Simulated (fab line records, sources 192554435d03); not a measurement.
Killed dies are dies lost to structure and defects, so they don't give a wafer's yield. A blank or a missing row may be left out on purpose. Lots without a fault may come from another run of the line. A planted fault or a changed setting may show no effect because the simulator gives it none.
Chamber matching | flow n5_finfet | N5_SPACER0_ALD_07 on ald_sin-01: 4 sister chambers
The step deposits SiNx, target thk 2 nm. 22 wafers are shown with their chamber, then 11 later ones without.

WAFERS WITH THEIR CHAMBER
wafer  | chamber | heater_power_w (W)
L076.3 | 1       | 852
L076.4 | 0       | 720
L076.6 | 3       | 891
L082.1 | 0       | 729
L082.4 | 3       | 883
L082.5 | 3       | 860
L084.1 | 2       | 1032
L084.5 | 1       | 854
L084.6 | 2       | 1052
L086.1 | 3       | 887
L086.2 | 1       | 850
L086.4 | 2       | 1056
L089.3 | 1       | 858
L089.4 | 3       | 884
L089.5 | 2       | 1056
L090.2 | 2       | 1062
L090.3 | 3       | 883
L090.4 | 0       | 726
L091.1 | 0       | 743
L091.3 | 2       | 1060
L091.4 | 3       | 906
L092.2 | 0       | 730

SIGNATURES (means of the wafers above)
reading        | chamber 0 | chamber 1 | chamber 2 | chamber 3 | scatter within a chamber
heater_power_w | 729.60    | 853.50    | 1053.00   | 884.86    | 10.6
Rule: a wafer's distance from a chamber is the root of the sum, over the readings, of the square of ((its reading less the chamber's mean) divided by the reading's scatter). The wafer belongs to the nearest chamber; if the next one is less than 2 further off, it can't be placed. The scatter: the root of (the sum of the squares of (reading less its chamber's mean) over the shown wafers, divided by (wafers less chambers)).

WAFERS WITHOUT THEIR CHAMBER
wafer  | heater_power_w (W)
L092.5 | 847
L092.6 | 1050
L093.1 | 738
L093.2 | 890
L093.3 | 1058
L096.1 | 878
L096.2 | 871
L096.4 | 1079
L097.4 | 860
L097.5 | 892
L097.6 | 1064

WHICH CHAMBER EACH WENT THROUGH
wafer  | from the rows above     | in truth
L092.5 | 1                       | 1
L092.6 | 2                       | 2
L093.1 | 0                       | 0
L093.2 | 3                       | 3
L093.3 | 2                       | 2
L096.1 | can't be placed: 3 or 1 | 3
L096.2 | can't be placed: 3 or 1 | 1
L096.4 | 2                       | 2
L097.4 | can't be placed: 1 or 3 | 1
L097.5 | 3                       | 3
L097.6 | 2                       | 2
Placed correctly: 8 of 11. Can't be placed from these rows: 3 (the true chamber is among the candidates in 3). Placed wrongly: 0.
